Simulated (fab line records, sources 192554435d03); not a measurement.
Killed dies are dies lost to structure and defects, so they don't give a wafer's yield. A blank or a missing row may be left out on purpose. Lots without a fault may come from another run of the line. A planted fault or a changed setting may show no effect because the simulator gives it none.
Split-lot experiment | flow n5_finfet | 7 lots, 21 wafers read, on a route of 1938 steps

THE SPLIT
At N5_BEOL_M2_TRENCH_ETCH_37 (etches SiOC in C4F6/O2, target depth 55.555 nm, time 29.2 s), the setting bias_w was moved away from the recipe's 185 W on 4 of the 21 wafers read, by -9.6% to +13.5%. The other wafers ran this setting at the recipe's value.

FROM THE SPLIT TO THE READING: what the file shows between them, 2 steps
- N5_BEOL_M2_ETCH_41: etches SiCN in CH3F/O2, target depth 29.9 nm, time 52.5 s
- N5_BEOL_M2_STRIP_97: strips in N2/H2, time 10 s

THE READING
trench_depth_nm, in nm, at N5_BEOL_M2_OCD_MEAS_38. Fault-free wafers of this fab line usually give 55.5 nm, standard deviation 0.87 nm.

wafer  | tool, chamber at the split | bias_w as run, W | against the recipe | trench_depth_nm, nm | against lot-mates on the recipe
L074.3 | rie_diel-01, 2             | 185              | recipe             | 55.1                | -
L074.4 | rie_diel-01, 1             | 185              | recipe             | 56.0                | -
L074.5 | rie_diel-01, 2             | 185              | recipe             | 54.9                | -
L075.1 | rie_diel-01, 1             | 185              | recipe             | 55.3                | -
L075.2 | rie_diel-01, 2             | 167.3            | -9.6%              | 53.1                | -2.9
L075.3 | rie_diel-01, 3             | 185              | recipe             | 56.7                | -
L082.2 | rie_diel-03, 3             | 185              | recipe             | 55.9                | -
L082.4 | rie_diel-03, 2             | 185              | recipe             | 56.0                | -
L082.6 | rie_diel-03, 2             | 185              | recipe             | 55.9                | -
L089.1 | rie_diel-04, 0             | 185              | recipe             | 55.5                | -
L089.3 | rie_diel-04, 2             | 185              | recipe             | 55.1                | -
L089.4 | rie_diel-04, 1             | 185              | recipe             | 55.8                | -
L093.3 | rie_diel-01, 0             | 185              | recipe             | 55.2                | -
L093.4 | rie_diel-01, 3             | 185              | recipe             | 56.2                | -
L093.6 | rie_diel-01, 2             | 185              | recipe             | 53.5                | -
L094.2 | rie_diel-04, 2             | 185              | recipe             | 54.4                | -
L094.3 | rie_diel-04, 0             | 205.9            | +11.3%             | 57.4                | +2.9
L094.4 | rie_diel-04, 3             | 185              | recipe             | 54.5                | -
L096.2 | rie_diel-04, 0             | 210              | +13.5%             | 58.2                | +3.8
L096.4 | rie_diel-04, 2             | 185              | recipe             | 54.4                | -
L096.5 | rie_diel-04, 1             | 210              | +13.5%             | 57.5                | +3.1

THE FIT
A straight line over all 21 wafers: trench_depth_nm changes by +0.195 nm for each +1% of bias_w; r = +0.81; the points scatter about the line by 0.76 nm.
The same after taking each lot's own level away (the mean of its wafers on the recipe; 21 wafers): +0.266 nm for each +1%; r = +0.93; scatter 0.56 nm.
On that fit, the largest move of bias_w shifts the reading by 3.6 nm.
The lots' own levels span 54.40 to 56.00 nm, that is 1.8 times the standard deviation above.
So the lot-to-lot level changes the slope: the two fits differ.
Check: with one of the wafers moved furthest among these (+13.5%) left out of the fit, the line predicts +3.44 nm for it against its lot-mates. It came out at +3.8 nm against them.
Tool readings at the split's step, against how far the setting was moved: rf_vpp_V r = +0.96.

OTHER SPLITS ON THESE WAFERS
These wafers also went through other splits before the reading. Each is held against what the fit with the lots' levels taken away leaves over:
other split on the same wafers | wafers away from the commonest value | r with trench_depth_nm (lot level and that fit taken away)
N5_BEOL_M1_EXPOSE_25 dose_mj   | 6                                    | +0.35
N5_BEOL_M2_ETCH_69 bias_w      | 6                                    | -0.17

THE WHOLE CHAIN: every reading that the file lists as answering this split, in the file's order
step                      | what it does                                                | reading                                                                   | change (the file's fit)               | r (the file's)
N5_BEOL_M2_TRENCH_ETCH_37 | etches SiOC in C4F6/O2, target depth 55.555 nm, time 29.2 s | rf_vpp_V                                                                  | +4.61 V for each +1% of the setting   | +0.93
N5_BEOL_M2_TRENCH_ETCH_37 | etches SiOC in C4F6/O2, target depth 55.555 nm, time 29.2 s | BEOL_M2.feature_depth_nm (the simulator's own value, which no gauge read) | +0.299 nm for each +1% of the setting | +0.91
N5_BEOL_M2_TRENCH_ETCH_37 | etches SiOC in C4F6/O2, target depth 55.555 nm, time 29.2 s | etch.depth_nm (the simulator's own value, which no gauge read)            | +0.292 nm for each +1% of the setting | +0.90
N5_BEOL_M2_OCD_MEAS_38    |                                                             | trench_depth_nm                                                           | +0.27 nm for each +1% of the setting  | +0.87

THE FILE'S OWN FIT
trench_depth_nm changes by +0.27 nm for each +1% of bias_w, r = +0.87.
